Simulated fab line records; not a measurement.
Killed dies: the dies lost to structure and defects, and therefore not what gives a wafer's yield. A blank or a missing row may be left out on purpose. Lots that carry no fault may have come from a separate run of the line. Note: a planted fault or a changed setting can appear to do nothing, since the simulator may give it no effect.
Problem report in the 8D (eight disciplines) form, filled by code + flow n5_finfet + the parts of the form that need people (team, actions taken, sign-off) are left out

## 1. WHAT WENT WRONG
cathode_dc_power_W at N5_BEOL_M15_SPUTTER_44 reads a mean of 14349 W on 6 wafers of 2 lots; wafers without a fault read 15000 W with a standard deviation of 2.6. So: -99 or more standard deviations from the usual mean.
The step: material Ta, target thk 15 nm, time 24.19 s.
The first sign was on wafer L148.3 at day 15 18:05, on pvd_sputter-01. The record has a number at this step for 18 wafers belonging to 6 lots. The rule behind "out" and "out of limits": a value lying over 4 standard deviations away from the usual mean. Any other wafer with a number is counted as sound.

## 2. WHAT IT IS AND WHAT IT IS NOT
| question                    | is                     | is not                                                                   |
|-----------------------------|------------------------|--------------------------------------------------------------------------|
| which readings at this step | cathode_dc_power_W     | -                                                                        |
| which lots                  | L146, L148             | L135, L138, L155, L156                                                   |
| which wafers of those lots  | all that have a number | -                                                                        |
| read on which tools         | pvd_sputter-01         | pvd_sputter-02                                                           |
| when                        | from day 15 18:05      | up to then (6 sound wafers); but 6 sound wafers of L155, L156 came after |

## 3. SUSPECTS, AND WHAT RULES EACH OUT
Counting: any tool at a process step up to the reading is kept as a suspect provided that every lot that is out went through it and no sound lot did after the first of them.
- rie_diel-04 at N5_BEOL_M15_ETCH_61 (etches BARC in N2/H2, target depth 89 nm, overetch 26.7 nm, time 67.9 s): ruled out as a lasting fault. After its first lot that is out, L148 (day 15 13:58), sound lots L156 ran on it.
- rie_diel-05 at N5_BEOL_M15_STRIP_36 (strips in O2): ruled out as a lasting fault. After its first lot that is out, L148 (day 15 17:16), sound lots L155 ran on it.
- rie_diel-05 at N5_BEOL_M15_STRIP_62 (strips in O2): ruled out as a lasting fault. After its first lot that is out, L148 (day 15 18:05), sound lots L155 ran on it. N5_BEOL_M15_STRIP_62: start missing for some lots; hours and lot order therefore follow N5_BEOL_M15_SPUTTER_44.
- rie_diel-05 at N5_BEOL_M15_STRIP_37 (strips in O2): ruled out as a lasting fault. After its first lot that is out, L148 (day 15 18:05), sound lots L155 ran on it. N5_BEOL_M15_STRIP_37: start missing for some lots; hours and lot order therefore follow N5_BEOL_M15_SPUTTER_44.
- pvd_sputter-01 at N5_BEOL_M15_SPUTTER_44 (material Ta, target thk 15 nm, time 24.19 s): kept. It processed each lot that is out, first L148 at day 15 18:05, and no sound lot thereafter; up to then, the last sound lot it processed was L135 at day 13 01:35. Its own cathode_dc_power_W readings are out on those wafers.
Left after counting: pvd_sputter-01 at N5_BEOL_M15_SPUTTER_44.

## 4. THE CAUSE (what the simulator had put in)
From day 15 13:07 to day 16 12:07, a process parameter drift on pvd_sputter-01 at N5_BEOL_M15_SPUTTER_44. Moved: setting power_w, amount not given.
This tool alone remained once counting was done.

## 5. THE EFFECT CHAIN, in route order
Each row: a reading where the mean over the struck wafers with a number is more than 3 standard deviations away from the usual. Only readings for which the record gives a usual standard deviation are gone through. hours: the time from each lot's start at the first step in this table that gives one to its start at this step, as a median over the lots. sigmas: the change in usual standard deviations.
| hours | step                   | reading            | usual   | on struck wafers | change | sigmas      |
|-------|------------------------|--------------------|---------|------------------|--------|-------------|
| 0     | N5_BEOL_M15_SPUTTER_44 | cathode_dc_power_W | 15000 W | 14349            | -651   | -99 or more |
It contains these process steps:
- N5_BEOL_M15_SPUTTER_44: material Ta, target thk 15 nm, time 24.19 s.

## 6. WHAT WOULD HAVE CAUGHT IT SOONER
In this record the first reading out of limits was taken at day 15 18:05, 5 hours after the fault began at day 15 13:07.
